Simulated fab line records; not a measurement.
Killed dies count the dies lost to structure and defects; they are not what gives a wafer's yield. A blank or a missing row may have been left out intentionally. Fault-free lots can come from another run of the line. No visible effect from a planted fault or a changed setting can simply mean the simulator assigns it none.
Matching of chambers -- flow n5Finfet -- rieDiel-05 running N5_ZERO_LAYER_DESCUM_16: 4 sister chambers
The step chemistry O2, time 7.9 s. 4 wafers are shown with their chamber, then 10 later ones without.

== EACH WAFER AND ITS CHAMBER ==
wafer,chamber,drypumpMotorCurrentA (A)
L083.4,3,5.9
L083.5,2,5.4
L087.3,1,6.2
L087.5,0,5.4

== WAFERS WHOSE CHAMBER IS MISSING ==
wafer,drypumpMotorCurrentA (A)
L087.6,6.2
L089.1,5.9
L089.4,6.3
L089.5,5.4
L090.2,5.4
L090.4,5.4
L090.6,5.4
L097.2,5.4
L097.4,5.9
L097.6,5.4

== CHAMBER TAKEN BY EACH ==
wafer,from the rows above,in truth
L087.6,1,1
L089.1,3,3
L089.4,1,1
L089.5,can't be placed: 0 or 2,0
L090.2,can't be placed: 0 or 2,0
L090.4,can't be placed: 0 or 2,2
L090.6,can't be placed: 0 or 2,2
L097.2,can't be placed: 0 or 2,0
L097.4,3,3
L097.6,can't be placed: 0 or 2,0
Placed correctly: 4 of 10. Cannot be placed on the basis of these rows: 6; the candidates contain the true chamber in 6. Number placed wrongly: 0.
How it was worked out, from the rows above alone: a wafer's distance from a chamber is the root of the sum, over the readings, of the square of ((its reading less the chamber's mean) divided by the reading's scatter). The wafer belongs to the nearest chamber; if the next one is less than 2 further off, it can't be placed. The mean given for a chamber averages the wafers shown for that chamber. The scatter: root of mean squared gap, hidden wafer to nearest shown wafer, with one shown wafer a chamber.
